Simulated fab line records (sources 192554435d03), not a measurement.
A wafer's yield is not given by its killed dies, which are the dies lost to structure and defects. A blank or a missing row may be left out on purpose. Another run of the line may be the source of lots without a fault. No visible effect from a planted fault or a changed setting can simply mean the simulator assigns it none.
fab line records	flow n5-finfet
record: lots: 6	wafers: 17	last-day: 18
route steps=1938 shown BEOL_M1@765 BEOL_M4@1111 PASSIVATION@1936
lots untouched by any fault: they come from a run of this same line in which no faults occurred
start-h: start of the lot's first displayed wafer, in hours after the record's first day	wait-h: hours elapsed since this lot's preceding step	" identical to the entry in the row above	L1.1+2: a row that stands for several wafers	- value missing, or start not given	* or withheld: withheld	< > ~ a bound
route shown NAME@n: names a module that has steps shown in the file, with the first one's number in the route	usual: mean and standard deviation over wafers with no fault	same: alike in all rows	chamber/n: place in a boat	sites: each site's reading	_std_site: how widely they spread, as a standard deviation	_edge_site: outer sites' mean less inner sites'	radius-mm: for every site, how far away it sits from the centre of the wafer	mask NAME#n: copy n	behind: the most recent tool/chamber to have shaped the wafer	hold: cause of the lot's hold/its duration in hours/its outcome	device: whichever transistor did not switch (one of n, p or np)	end of line: tests run on the same wafers once the route is complete	for a step that has no rows: nothing shown but its recipe	killed: dies that structure and defects cost at the first sort, which is not the same as the wafer's yield	map: a wafer's dies, x killed, . not, _ none there
set.NAME: the setting as run; set.NAME@STEP: as run at that earlier step	model.NAME: the simulator's own value behind a step, which no gauge read
lots seen at some steps along the route; tables by step, rows by wafer
services: the hour from which a tool's chamber was out of use, counted from the record's first day as start-h (under 0 if before that day), plus the number of hours and why
== steps ==
step: N5_BEOL_M1_OVL_MEAS_12
recipe: points-per-wafer: 522
usual: M1_OVL: 0.3/0.67
lot.wafer	tool	chamber	start-h	wait-h	M1_OVL[nm]
L727.2	overlay-01	0	156.75	0.0	1.5
L727.5	"	0	"	"	0.5
L727.6	"	0	"	"	0.6
L729.1	overlay-02	0	163.63	0.0	-0.9
L729.4	"	0	"	"	0.5
L729.6	"	0	"	"	0.4
L731.1	overlay-01	0	178.21	0.0	-0.7
L731.2	"	0	"	"	-1.0
L731.6	"	0	"	"	0.3
L740.1	overlay-02	0	234.12	0.0	-0.1
L740.3	"	0	"	"	0.4
L740.5	"	0	"	"	0.1
L741.2	overlay-02	0	236.72	0.0	0.6
L741.3	"	0	"	"	0.1
L741.4	"	0	"	"	0.1
L742.1	overlay-02	0	247.47	0.0	0.5
L742.4	"	0	"	"	-0.2
step: N5_BEOL_M1_INSPECT_13
recipe: mode: adi	inspect-instrument: brightfield
usual: raw-defect-count: 432/100
lot.wafer	tool	chamber	start-h	wait-h	raw-defect-count
L727.2	defect-inspect-01	-	156.80	0.0	434
L727.5	"	-	"	"	483
L727.6	"	-	"	"	333
L729.1	defect-inspect-02	-	163.68	0.1	327
L729.4	"	-	"	"	415
L729.6	"	-	"	"	290
L731.1	defect-inspect-01	-	178.26	0.1	662
L731.2	"	-	"	"	614
L731.6	"	-	"	"	703
L740.1	defect-inspect-02	-	234.18	0.1	335
L740.3	"	-	"	"	329
L740.5	"	-	"	"	328
L741.2	defect-inspect-01	-	236.77	0.0	425
L741.3	"	-	"	"	364
L741.4	"	-	"	"	509
L742.1	defect-inspect-01	-	247.53	0.1	400
L742.4	"	-	"	"	330
step: N5_BEOL_M1_DESCUM_16
recipe: chemistry: O2	time-s: 7	source-power-w: 50	bias-power-w: 20	pressure-mtorr: 20	rf-frequency-hz: 2.712e+07	temp-c: 40	resist: CAR-EUV	o2-flow-sccm: 225
step: N5_BEOL_M1_ETCH_74
recipe: chemistry: N2/H2	target: underlayer	target-depth-a: 65	mask-material: CAR-EUV	time-s: 5.2	ion-energy-ev: 200	pressure-mtorr: 30	source-w: 840	bias-w: 150	n2-flow-sccm: 200	h2-flow-sccm: 200	ends: cleared
usual: drypump-motor-current-A: 5.4/0.48	etch-rf-on-time-s: 5.21/0.15	oes-product-au: 0.69/0.077	rf-fwd-power-W: 819.2/2.6	rf-vpp-V: 523.7/2.7	showerhead-plenum-p-Torr: 2.53/0.083	throttle-valve-pct: 17.86/0.29
lot.wafer	tool	chamber	start-h	wait-h	drypump-motor-current-A	etch-rf-on-time-s	oes-product-au	rf-fwd-power-W	rf-hours-counter-h	rf-vpp-V	showerhead-plenum-p-Torr	throttle-valve-pct
L727.2	rie-diel-04	3	156.97	0.0	6.4	5.07	0.65	822.6	136	523.1	2.57	18.23
L727.5	"	1	"	"	5.7	5.18	0.68	822.5	-	523.3	2.54	17.75
L727.6	"	2	"	"	4.7	5.46	0.60	815.4	-	522.1	2.44	18.02
L729.1	rie-diel-03	1	163.75	0.0	5.6	4.98	0.64	819.5	193	522.4	2.52	18.14
L729.4	"	0	"	"	5.0	5.18	0.80	820.5	19	528.0	2.67	17.32
L729.6	"	0	"	"	5.0	5.11	0.80	816.8	-	527.9	2.67	17.29
L731.1	rie-diel-04	2	178.59	0.0	4.8	5.49	0.59	817.1	208	521.0	2.44	18.03
L731.2	"	1	"	"	5.7	5.15	0.67	817.3	136	522.0	2.53	17.76
L731.6	"	0	"	"	5.2	5.14	0.80	822.2	-	527.1	2.60	17.86
L740.1	rie-diel-03	3	234.94	0.0	6.2	5.20	0.69	816.8	62	523.2	2.47	17.87
L740.3	"	0	"	"	5.0	5.19	0.76	814.1	38	528.1	2.66	17.38
L740.5	"	3	"	"	6.2	5.23	0.70	818.4	-	523.8	2.47	17.85
L741.2	rie-diel-04	0	236.84	0.0	5.3	5.18	0.77	812.7	32	527.6	2.59	17.91
L741.3	"	3	"	"	6.4	5.17	0.63	820.3	161	524.0	2.55	18.27
L741.4	"	2	"	"	4.7	5.47	0.57	819.3	225	519.8	2.43	18.06
L742.1	rie-diel-01	0	248.44	0.0	5.4	5.15	0.78	816.8	17	527.0	2.70	17.73
L742.4	"	1	"	"	5.1	5.41	0.61	817.0	-	520.1	2.41	18.20
step: N5_BEOL_M1_ETCH_63
recipe: chemistry: CF4	target: SiARC	target-depth-a: 156	mask-material: CAR-EUV	time-s: 26	ion-energy-ev: 80	pressure-mtorr: 40	source-w: 545	bias-w: 36	Ar_flow_sccm: 100	cf4-flow-sccm: 100	ends: cleared
usual: drypump-motor-current-A: 5.4/0.48	etch-rf-on-time-s: 26.2/0.75	oes-product-au: 0.69/0.078	rf-fwd-power-W: 531.7/1.7	rf-vpp-V: 184.0/1.2	showerhead-plenum-p-Torr: 2.13/0.077	throttle-valve-pct: 15.61/0.21
lot.wafer	tool	chamber	start-h	wait-h	drypump-motor-current-A	etch-rf-on-time-s	oes-product-au	rf-fwd-power-W	rf-hours-counter-h	rf-vpp-V	showerhead-plenum-p-Torr	throttle-valve-pct
L727.2	rie-diel-04	3	156.99	0.0	6.4	25.3	0.66	528.8	136	183.8	2.13	15.69
L727.5	"	1	"	"	5.7	26.0	0.68	532.5	-	182.4	2.15	15.67
L727.6	"	2	"	"	4.7	26.5	0.60	532.0	-	182.6	2.01	15.42
L729.1	rie-diel-03	1	163.77	0.0	5.6	25.8	0.62	532.7	193	184.4	2.13	15.88
L729.4	"	0	"	"	5.0	26.0	0.81	530.6	19	185.0	2.27	15.35
L729.6	"	0	"	"	5.0	26.1	0.80	534.4	-	183.8	2.27	15.37
L731.1	rie-diel-04	2	178.61	0.0	4.7	27.4	0.59	528.0	208	183.0	2.01	15.47
L731.2	"	1	"	"	5.6	26.3	0.66	528.9	136	184.5	2.14	15.66
L731.6	"	0	"	"	5.3	25.8	0.80	529.5	-	184.2	2.18	15.55
L740.1	rie-diel-03	3	234.96	0.0	6.2	26.0	0.70	530.9	63	184.4	2.10	15.67
L740.3	"	0	"	"	5.0	25.6	0.77	532.8	38	186.4	2.27	15.38
L740.5	"	3	"	"	6.2	26.0	0.70	530.5	-	183.3	2.10	15.67
L741.2	rie-diel-04	0	236.86	0.0	5.3	25.9	0.77	532.3	32	184.2	2.18	15.57
L741.3	"	3	"	"	6.4	25.9	0.63	533.0	161	183.8	2.12	15.75
L741.4	"	2	"	"	4.7	26.9	0.59	535.6	225	182.0	2.00	15.48
L742.1	rie-diel-01	0	248.45	0.0	5.3	25.8	0.80	532.8	17	185.2	2.26	15.47
L742.4	"	1	"	"	5.1	27.6	0.60	532.3	-	184.0	2.05	15.98
step: N5_BEOL_M1_ETCH_64
recipe: chemistry: N2/H2	target: SOC	target-depth-a: 750	overetch-a: 150	mask-material: SiARC	temp-c: 40	time-s: 112.5	ion-energy-ev: 200	pressure-mtorr: 30	source-w: 840	bias-w: 150	n2-flow-sccm: 200	h2-flow-sccm: 200
usual: drypump-motor-current-A: 5.4/0.48	oes-product-au: 0.64/0.068	rf-fwd-power-W: 836.3/2.6	rf-vpp-V: 523.6/2.6	showerhead-plenum-p-Torr: 2.53/0.083	throttle-valve-pct: 17.82/0.29
same: time-s: 112.5
lot.wafer	tool	chamber	start-h	wait-h	drypump-motor-current-A	oes-product-au	rf-fwd-power-W	rf-hours-counter-h	rf-vpp-V	showerhead-plenum-p-Torr	throttle-valve-pct
L727.2	rie-diel-04	3	157.01	0.0	6.5	0.60	836.2	136	524.5	2.57	18.17
L727.5	"	1	"	"	5.7	0.63	835.6	-	525.1	2.54	17.73
L727.6	"	2	"	"	4.8	0.57	835.6	-	519.9	2.44	17.97
L729.1	rie-diel-03	1	163.80	0.0	5.6	0.58	837.1	193	523.9	2.52	18.10
L729.4	"	0	"	"	5.0	0.75	835.7	19	529.1	2.67	17.29
L729.6	"	0	"	"	5.0	0.75	837.5	-	529.0	2.67	17.30
L731.1	rie-diel-04	2	178.64	0.0	4.8	0.56	836.2	208	519.4	2.44	17.99
L731.2	"	1	"	"	5.7	0.62	834.8	136	525.3	2.53	17.73
L731.6	"	0	"	"	5.3	0.74	834.6	-	526.3	2.60	17.83
L740.1	rie-diel-03	3	234.99	0.0	6.2	0.65	837.4	63	522.1	2.47	17.82
L740.3	"	0	"	"	5.0	0.71	834.5	38	527.9	2.66	17.34
L740.5	"	3	"	"	6.2	0.65	837.9	-	521.4	2.47	17.82
L741.2	rie-diel-04	0	236.89	0.0	5.3	0.70	836.0	32	525.4	2.59	17.87
L741.3	"	3	"	"	6.4	0.59	834.6	161	522.2	2.55	18.23
L741.4	"	2	"	"	4.7	0.56	830.5	225	521.2	2.43	18.01
L742.1	rie-diel-01	0	248.48	0.0	5.3	0.72	840.8	17	526.6	2.70	17.68
L742.4	"	1	"	"	5.1	0.58	835.8	-	521.6	2.41	18.17
step: N5_BEOL_M1_STRIP_65
recipe: chemistry: N2/H2	temp-c: 40	n2-flow-sccm: 200	h2-flow-sccm: 200	rf-frequency-hz: 6e+07
step: N5_BEOL_M1_STRIP_75
recipe: chemistry: N2/H2	temp-c: 40	n2-flow-sccm: 200	h2-flow-sccm: 200	rf-frequency-hz: 6e+07
step: N5_BEOL_M1_STRIP_66
recipe: chemistry: CF4	resist: SiARC	power-w: 300	bias-power-w: 75	pressure-mtorr: 50	cf4-flow-sccm: 150	rf-frequency-hz: 6e+07
usual: drypump-motor-current-A: 5.4/0.48	oes-product-au: 0.80/0.085	rf-fwd-power-W: 292.5/0.87	rf-vpp-V: 271.0/1.6	showerhead-plenum-p-Torr: 1.78/0.066	throttle-valve-pct: 13.58/0.22
lot.wafer	tool	chamber	start-h	wait-h	drypump-motor-current-A	oes-product-au	rf-fwd-power-W	rf-hours-counter-h	rf-vpp-V	showerhead-plenum-p-Torr	throttle-valve-pct
L727.2	rie-diel-04	3	157.14	0.0	6.4	0.75	292.0	136	270.5	1.77	13.63
L727.5	"	1	"	"	5.7	0.79	293.7	-	271.1	1.81	13.65
L727.6	"	2	"	"	4.7	0.71	291.6	-	270.3	1.68	13.49
L729.1	rie-diel-03	1	163.92	0.0	5.6	0.72	293.2	193	272.2	1.80	13.92
L729.4	"	0	"	"	5.0	0.94	293.5	19	272.6	1.91	13.31
L729.6	"	0	"	"	5.0	0.93	292.0	-	274.3	1.91	13.29
L731.1	rie-diel-04	2	178.77	0.0	4.7	0.70	291.1	208	268.1	1.68	13.52
L731.2	"	1	"	"	5.6	0.78	292.9	136	271.8	1.80	13.68
L731.6	"	0	"	"	5.3	0.93	293.1	-	272.1	1.82	13.45
L740.1	rie-diel-03	3	235.11	0.0	6.2	0.80	291.0	63	270.1	1.75	13.57
L740.3	"	0	"	"	5.0	0.90	292.0	38	272.3	1.90	13.35
L740.5	"	3	"	"	6.2	0.81	292.1	-	270.5	1.75	13.56
L741.2	rie-diel-04	0	237.01	0.0	5.3	0.88	292.6	32	272.4	1.81	13.46
L741.3	"	3	"	"	6.4	0.72	291.6	161	269.6	1.77	13.69
L741.4	"	2	"	"	4.7	0.69	292.0	225	267.9	1.68	13.55
L742.1	rie-diel-01	0	248.61	0.0	5.3	0.90	294.4	17	273.5	1.90	13.46
L742.4	"	1	"	"	5.1	0.72	293.0	-	269.3	1.70	13.87
step: N5_BEOL_M1_HM_OPEN_17
recipe: chemistry: Cl2/BCl3	target-depth-a: 200	overetch-a: 60	target: TiN	mask-material: SOC	ion-energy-ev: 150	pressure-mtorr: 10	icp-w: 1000	bias-w: 126	Cl2_flow_sccm: 53.25	bcl3-flow-sccm: 21.75	Ar_flow_sccm: 25
step: N5_BEOL_M1_STRIP_19
recipe: chemistry: O2	power-w: 400	temp-c: 40	pressure-mtorr: 30	rf-frequency-hz: 6e+07	bias-power-w: 0	overash-fraction: 0.2	o2-flow-sccm: 225
usual: drypump-motor-current-A: 5.5/0.5	oes-product-au: 0.81/0.092	rf-vpp-V: 3.6/0.43	showerhead-plenum-p-Torr: 2.08/0.069	throttle-valve-pct: 16.68/0.2
lot.wafer	tool	chamber	start-h	wait-h	drypump-motor-current-A	oes-product-au	rf-hours-counter-h	rf-vpp-V	showerhead-plenum-p-Torr	throttle-valve-pct
L727.2	rie-diel-04	1	157.29	0.1	5.6	0.80	130	3.2	2.11	16.73
L727.5	"	1	"	"	5.6	0.80	-	3.8	2.11	16.75
L727.6	"	3	"	"	6.4	0.77	-	4.1	2.08	16.73
L729.1	rie-diel-03	3	164.08	0.1	6.2	0.84	44	3.9	2.04	16.65
L729.4	"	0	"	"	5.0	0.94	19	3.7	2.22	16.37
L729.6	"	0	"	"	5.0	0.94	-	3.3	2.22	16.36
L731.1	rie-diel-03	1	179.07	0.2	5.6	0.73	198	3.5	2.09	16.99
L731.2	"	3	"	"	6.2	0.83	49	3.6	2.04	16.65
L731.6	"	3	"	"	6.2	0.83	-	4.2	2.04	16.67
L740.1	rie-diel-04	0	235.34	0.2	5.3	0.88	31	4.1	2.10	16.51
L740.3	"	1	"	"	5.6	0.79	152	4.5	2.10	16.78
L740.5	"	0	"	"	5.3	0.89	-	3.6	2.10	16.51
L741.2	rie-diel-04	3	237.17	0.1	6.4	0.74	161	2.9	2.07	16.79
L741.3	"	1	"	"	5.7	0.78	153	3.3	2.10	16.78
L741.4	"	2	"	"	4.7	0.69	225	3.7	1.98	16.71
L742.1	rie-diel-04	3	249.19	0.5	6.5	0.74	165	3.3	2.07	16.79
L742.4	"	2	"	"	4.7	0.69	230	3.2	1.98	16.71
step: N5_BEOL_M1_CD_MEAS_18
recipe: pitch-nm: 36	target-cd-nm: 18
usual: cd-nm: 17.9/0.42
lot.wafer	tool	chamber	start-h	wait-h	cd-nm
L727.2	cd-sem-01	-	157.36	0.1	18.8
L727.5	"	-	"	"	18.1
L727.6	"	-	"	"	17.8
L729.1	cd-sem-02	-	164.15	0.0	18.5
L729.4	"	-	"	"	17.4
L729.6	"	-	"	"	17.4
L731.1	cd-sem-01	-	179.14	0.0	17.5
L731.2	"	-	"	"	18.0
L731.6	"	-	"	"	18.0
L740.1	cd-sem-01	-	235.41	0.0	17.7
L740.3	"	-	"	"	16.9
L740.5	"	-	"	"	17.5
L741.2	cd-sem-01	-	237.25	0.1	18.7
L741.3	"	-	"	"	18.1
L741.4	"	-	"	"	18.0
L742.1	cd-sem-02	-	249.26	0.0	18.2
L742.4	"	-	"	"	18.4
step: N5_BEOL_M1_COAT_67
recipe: resist: SOC	temp-c: 250	time-s: 60	spin-rpm: 1500	resist-thk-nm: 60
usual: heater-power-total-W: 500.7/1.8	plate-temp-C: 249.97/0.17
same: time-s: 60
lot.wafer	tool	chamber	start-h	wait-h	heater-power-total-W	plate-temp-C
L727.2	litho-track-02	0	157.40	0.0	503.4	250.10
L727.5	"	0	"	"	497.9	250.19
L727.6	"	0	"	"	498.1	250.11
L729.1	litho-track-03	0	164.18	0.0	499.6	249.80
L729.4	"	0	"	"	500.9	250.02
L729.6	"	0	"	"	502.8	249.99
L731.1	litho-track-04	0	179.18	0.0	498.4	250.21
L731.2	"	0	"	"	503.1	250.12
L731.6	"	0	"	"	500.2	250.03
L740.1	litho-track-03	0	235.45	0.0	489.5	244.66
L740.3	"	0	"	"	485.5	244.42
L740.5	"	0	"	"	487.6	245.00
L741.2	litho-track-03	0	237.28	0.0	485.1	244.72
L741.3	"	0	"	"	488.9	244.89
L741.4	"	0	"	"	489.2	244.90
L742.1	litho-track-02	0	249.30	0.0	501.7	249.88
L742.4	"	0	"	"	499.1	249.85
step: N5_BEOL_M1_COAT_68
recipe: resist: SiARC	temp-c: 220	time-s: 60	spin-rpm: 1500	resist-thk-nm: 12
step: N5_BEOL_M4_RC_MEAS_101
usual: DIBL_N: 36.5/2.2	DIBL_P: 36.9/2.9	IOFF_N: 0.17/0.044	IOFF_P: 0.22/0.052	ION_N: 671/16	ION_P: 461/10	SS_N: 71.6/0.73	SS_P: 73.5/0.79	VT_N: 250/4.1	VT_P: -250/4.1
lot.wafer	tool	chamber	start-h	wait-h	DIBL_N[mV/V]	DIBL_P[mV/V]	IOFF_N[nA/um]	IOFF_P[nA/um]	ION_N[uA/um]	ION_P[uA/um]	SS_N[mV/dec]	SS_P[mV/dec]	VT_N[mV]	VT_P[mV]
L727.2	prober-02	0	207.89	0.2	36.5	38.1	0.17	0.26	690	476	71.5	73.4	247	-246
L727.5	"	0	"	"	34.6	35.5	0.15	0.23	673	476	71.9	72.8	249	-248
L727.6	"	0	"	"	35.7	37.5	0.17	0.26	686	481	71.3	74.0	248	-248
L729.1	prober-01	0	219.30	0.0	36.7	36.2	0.15	0.24	670	463	71.5	73.9	251	-249
L729.4	"	0	"	"	39.1	39.3	0.20	0.32	661	458	71.8	75.0	249	-242
L729.6	"	0	"	"	34.9	33.4	0.14	0.20	643	453	71.3	73.4	252	-250
L731.1	prober-01	0	233.96	0.0	38.4	38.7	0.22	0.30	677	473	72.2	74.4	243	-245
L731.2	"	0	"	"	39.4	39.3	0.21	0.30	680	469	72.2	74.0	245	-244
L731.6	"	0	"	"	34.0	32.1	0.13	0.17	680	465	70.7	72.2	250	-254
L741.2	prober-02	0	297.00	0.2	36.8	38.2	0.19	0.23	680	465	71.8	73.5	244	-248
L741.3	"	0	"	"	37.6	38.7	0.19	0.23	680	464	71.8	73.1	246	-248
L741.4	"	0	"	"	39.2	41.0	0.22	0.26	667	454	71.8	74.0	247	-247
L740.1	prober-01	0	297.06	0.0	37.6	37.8	0.17	0.20	676	458	72.3	73.3	249	-253
L740.3	"	0	"	"	37.8	39.2	0.18	0.23	687	466	72.4	73.8	248	-250
L740.5	"	0	"	"	37.9	39.6	0.18	0.24	679	473	71.4	74.0	246	-248
L742.1	prober-02	0	315.57	0.0	37.2	37.1	0.19	0.28	680	470	71.5	74.5	248	-243
L742.4	"	0	"	"	37.0	37.2	0.19	0.28	690	481	71.4	74.3	248	-241
step: N5_PASSIVATION_PROBE_49
usual: defect-limited-yield: 91.3/1.4	killed_at_M0_to_M3: 36/10	killed_at_M4_up: 13/5.4	killed-at-contacts: 12/5.3	killed-at-front-end: 39/10	killed-at-other: 3.2/2.7	killed-dies: 103/16	killed-open: 68/13	killed-short: 33/6.6	sort_bin_5_function: 5.1/0.92	sort_bin_6_memory: 3.3/0.68	sort_bin_8_speed: 0.1/0.41	sort-n-pass: 1077/17	sort-yield-pct: 91.2/1.4
same: gross-dies: 1180	killed-at-back-side: 0	sort_bin_4_leakage[%]: 0
lot.wafer	tool	chamber	start-h	wait-h	defect-limited-yield[%]	killed_at_M0_to_M3	killed_at_M4_up	killed-at-contacts	killed-at-front-end	killed-at-other	killed-dies	killed-open	killed-short	sort_bin_5_function[%]	sort_bin_6_memory[%]	sort_bin_8_speed[%]	sort-n-pass	sort-yield-pct[%]
L727.2	prober-01	-	311.98	0.1	93.5	22	12	8	32	3	77	46	30	3.6	2.7	0	1103	93.5
L727.5	prober-01	-	312.13	0.2	91.1	38	9	13	40	5	105	67	37	4.5	4.0	0	1075	91.1
L727.6	prober-01	-	312.18	0.3	89.2	57	16	5	45	5	128	92	36	6.1	4.4	0	1052	89.2
L742.1	prober-01	-	429.92	0.0	91.8	33	16	9	34	5	97	63	32	4.6	3.3	0	1083	91.8
L742.4	prober-01	-	430.07	0.2	89.7	39	22	12	46	2	121	80	36	6.4	3.4	0	1059	89.7
killed by level:class
L727.2 FIN_SAQP:geometric-particle:short=13 MOL_CONTACT_COAG:geometric-particle:open=7 STI_FIN_REVEAL:geometric-particle:open=5 BEOL_M4:geometric-particle:open=5 DUMMY_GATE:geometric-particle:open=4 BEOL_M0_SAQP:geometric-particle:open=4 BEOL_M1:geometric-particle:open=4 BEOL_M3:geometric-particle:open=4
L727.5 FIN_SAQP:geometric-particle:open=13 MOL_CONTACT_COAG:geometric-particle:open=12 BEOL_M3:geometric-particle:open=11 BEOL_M0_SAQP:geometric-particle:short=9 FIN_SAQP:geometric-particle:short=8 STI_FIN_REVEAL:geometric-particle:open=7 BEOL_M2:geometric-particle:open=6 BEOL_M2:geometric-particle:short=4
L727.6 BEOL_M0_SAQP:geometric-particle:open=14 FIN_SAQP:geometric-particle:open=12 BEOL_M3:geometric-particle:open=11 FIN_SAQP:geometric-particle:short=10 BEOL_M2:geometric-particle:open=10 BEOL_M0_SAQP:geometric-particle:short=8 BEOL_M4:geometric-particle:open=8 DUMMY_GATE:geometric-particle:open=7
L742.1 BEOL_M2:geometric-particle:open=10 BEOL_M4:geometric-particle:open=10 MOL_CONTACT_COAG:geometric-particle:open=8 BEOL_M0_SAQP:geometric-particle:short=8 FIN_SAQP:geometric-particle:open=7 FIN_SAQP:geometric-particle:short=6 STI_FIN_REVEAL:geometric-particle:open=6 STARTING-WAFER:geometric-particle:short=6
L742.4 BEOL_M4:geometric-particle:open=14 BEOL_M0_SAQP:geometric-particle:open=11 MOL_CONTACT_COAG:geometric-particle:open=10 BEOL_M0_SAQP:geometric-particle:short=8 STI_FIN_REVEAL:geometric-particle:open=7 BEOL_M1:geometric-particle:open=7 GATE_CUT:geometric-particle:short=5 FIN_SAQP:geometric-particle:open=4
== services ==
tool	chamber	start-h	hours	kind
rie-diel-04	-	136.35	1.1	repair
rie-diel-04	0	152.81	8.1	repair
rie-diel-01	0	153.30	-	clean
rie-diel-01	0	153.30	-	consumable-replace:focus-ring
rie-diel-01	0	153.30	-	consumable-replace:showerhead
rie-diel-01	0	153.30	29.5	scheduled-down
rie-diel-01	0	153.30	29.5	vent-cycle
rie-diel-04	-	167.56	0.5	repair
rie-diel-01	0	223.37	15.1	repair
rie-diel-01	3	232.64	22.4	repair
rie-diel-03	-	244.35	28.1	pm
== key ==
first-sign: step: N5_BEOL_M1_COAT_67	reading: plate-temp-C	direction: down	sigmas: 30	usual: *	struck: *
effect: step: N5_BEOL_M1_COAT_67	reading: heater-power-total-W	direction: down	sigmas: 7.3	usual: *	struck: *
met-at N5_BEOL_M1_COAT_67
struck-wafers L740.1,L740.3,L740.5,L741.2,L741.3,L741.4
baseline-loss: step: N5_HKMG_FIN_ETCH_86	wafers: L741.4
onset-between 164.18 235.45
fault: kind: process-parameter-drift	tool: litho-track-03	chamber: -	onset-h: 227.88	steps: N5_BEOL_M1_COAT_67	channel: temp-c	offset: *	shape: step	end-h: 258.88	acts-in: *	stated: *
baseline-loss: these wafers lose ten dies or more at that step, a loss of the line's own and not of a fault; the sort's usual values leave them out
